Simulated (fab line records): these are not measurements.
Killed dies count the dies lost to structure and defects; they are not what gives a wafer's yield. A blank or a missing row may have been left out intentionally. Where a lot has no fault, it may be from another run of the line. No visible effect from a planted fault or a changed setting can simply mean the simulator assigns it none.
Which tool was responsible? ; flow n5 finfet ; route of 1938 steps, sampled at 1 step: 24 lots, 72 wafers

WHAT THE GAUGES READ, wafer by wafer
N5_BEOL_M2_CD_MEAS_28: target cd 26.2 nm, target cd y 24.1 nm. Usual: cd nm at 26.17 nm, with a standard deviation of 0.23.
lot;measured;on;cd nm (nm);flag
L074;day 6 17:44;cd sem-02;26.04 26.10 26.21;
L075;day 6 21:16;cd sem-02;26.40 26.31 26.23;
L076;day 7 09:33;cd sem-02;26.32 26.30 26.01;
L077;day 7 18:15;cd sem-01;26.05 26.03 25.88;
L078;day 7 21:08;cd sem-02;26.37 26.47 26.00;
L079;day 8 00:35;cd sem-02;25.97 26.23 25.97;
L080;day 8 05:32;cd sem-02;25.94 26.34 25.97;
L081;day 8 10:23;cd sem-02;26.26 25.77 26.37;
L082;day 8 18:40;cd sem-03;26.36 26.56 26.09;
L083;day 8 21:17;cd sem-01;25.98 26.22 26.32;
L084;day 10 05:38;cd sem-03;26.20 25.92 26.31;
L085;day 10 08:43;cd sem-03;26.15 26.07 25.98;
L086;day 10 19:52;cd sem-02;26.19 26.41 26.09;
L087;day 11 02:16;cd sem-03;26.07 26.48 26.34;
L088;day 11 06:49;cd sem-02;26.26 26.28 26.29;
L089;day 11 07:48;cd sem-03;26.34 26.08 26.20;
L090;day 11 11:18;cd sem-03;26.26 26.27 26.53;
L092;day 11 17:57;cd sem-01;26.43 25.64 25.93;
L091;day 11 23:02;cd sem-03;26.15 25.59 26.07;
L093;day 12 04:52;cd sem-03;26.08 26.20 26.55;
L094;day 12 06:11;cd sem-01;26.11 26.06 25.71;
L096;day 12 07:43;cd sem-03;26.18 26.65 26.58;
L095;day 12 11:45;cd sem-03;26.00 26.58 26.06;
L097;day 12 14:17;cd sem-03;26.29 26.42 26.10;

WHICH TOOL RAN EACH LOT (tool, then ch and the chambers of the sampled wafers, then the start)
Before these readings, the record contains no process step.

WHAT THE TOOLS THEMSELVES READ (means of the sampled wafers that have a number; where no wafer has one, the mark that the record gives instead)
The record holds no such reading with a usual standard deviation.

THE ANSWER, worked out from the rows above alone
Rule: a lot is off if the mean of its wafers that have a number lies more than 3 standard deviations from the usual mean. Also off: a lot with no number at a reading for which 4 or more lots have one. Any other lot the step has rows for is counted as sound. Order of review: gauges by route order, followed by the tools' own readings, for which a lot's mean as printed above is used. At the first step where some lot is off, the reading lying furthest off is the one used; lots without a number count as furthest.
Across all readings shown, no lot is off: no conclusion can be drawn from this.

WHAT HAD BEEN PUT IN BY THE SIMULATOR
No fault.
